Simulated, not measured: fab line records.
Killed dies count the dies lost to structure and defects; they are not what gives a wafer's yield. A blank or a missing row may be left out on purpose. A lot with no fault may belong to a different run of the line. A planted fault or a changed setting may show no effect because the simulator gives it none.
A lot that was struck, set against a sound lot / flow nand-harc / 14 out of 1302 route steps
Sound: the wafers L481.2, L481.5, L481.6. Wafers struck: L484.1, L484.2, L484.3. Last of all comes the cause.
Each step with rows lists, per side, the tool, then ch with its chambers, then its first start. Under that, the readings that differ: sound wafers / struck wafers / difference of the means / sigmas: that difference in standard deviations of wafers without a fault.
alike: readings with means less than 2 such deviations apart, plus words and numbers identical on both sides. not compared: withheld readings, readings lacking a value on some wafer, bounds such as >300 that could conceal the same value, and numbers that have no deviation in the record and whose values overlap.
Wherever a step has rows on one side only, a row that says differs or no value, or a row with sigmas, the two part there. When numbers do not overlap yet have no deviation, they are printed without sigmas and do not part them. A reading that every wafer of one side lacks parts them only if that side has two wafers or more.

first, 8 steps without rows for these wafers: NHARC_P_ZERO_WELL_DEHYDRATE_16 (time 120 s); NHARC_P_ZERO_WELL_HMDS_17 (time 30 s); NHARC_P_ZERO_WELL_COAT_18; NHARC_P_ZERO_WELL_SOFTBAKE_19 (time 95 s); NHARC_P_ZERO_WELL_EBR_20; NHARC_P_ZERO_WELL_EXPOSE_21 (exposes mask P NWELL, target cd 720 nm); NHARC_P_ZERO_WELL_PEB_22 (peb time 85 s); NHARC_P_ZERO_WELL_DEVELOP_23 (time 70 s).
NHARC_P_ZERO_WELL_CD_MEAS_24: target cd 720 nm.
  sound on cd-sem-02 ch 0, day 3 04:22; struck on cd-sem-01 ch 0, day 4 10:28
  alike: cd-nm
then, 1 step without rows for these wafers: NHARC_P_ZERO_WELL_HARDBAKE_25 (time 80 s).
NHARC_P_ZERO_WELL_DESCUM_26: chemistry O2, time 3 s.
  sound on rie-diel-03 ch 1,2, day 3 04:32; struck on rie-diel-06 ch 0,1,3, day 4 10:37
  alike: drypump-motor-current-A, oes-product-au, rf-vpp-V, showerhead-plenum-p-Torr, throttle-valve-pct
  not compared: rf-hours-counter-h
after that, 1 step had no rows for these wafers: NHARC_P_ZERO_WELL_IMPLANT_27.
NHARC_P_ZERO_WELL_IMPLANT_57:
  struck on implanter-02, day 4 10:56; sound on implanter-01 ch 0, day 3 04:53
  no value came back on the struck wafers for beam-energy-keV, beam-on-s (s); on the sound wafers beam-energy-keV reads 250.00 249.98 250.05
after that, 1 step had no rows for these wafers: NHARC_P_ZERO_WELL_IMPLANT_58.

WHERE THEY PART
NHARC_P_ZERO_WELL_IMPLANT_57 only, going by this record.

WHY: whatever the simulator had introduced
Step skipped in full: implanter-02, at NHARC_P_ZERO_WELL_IMPLANT_57, from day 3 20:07 onward. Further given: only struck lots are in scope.
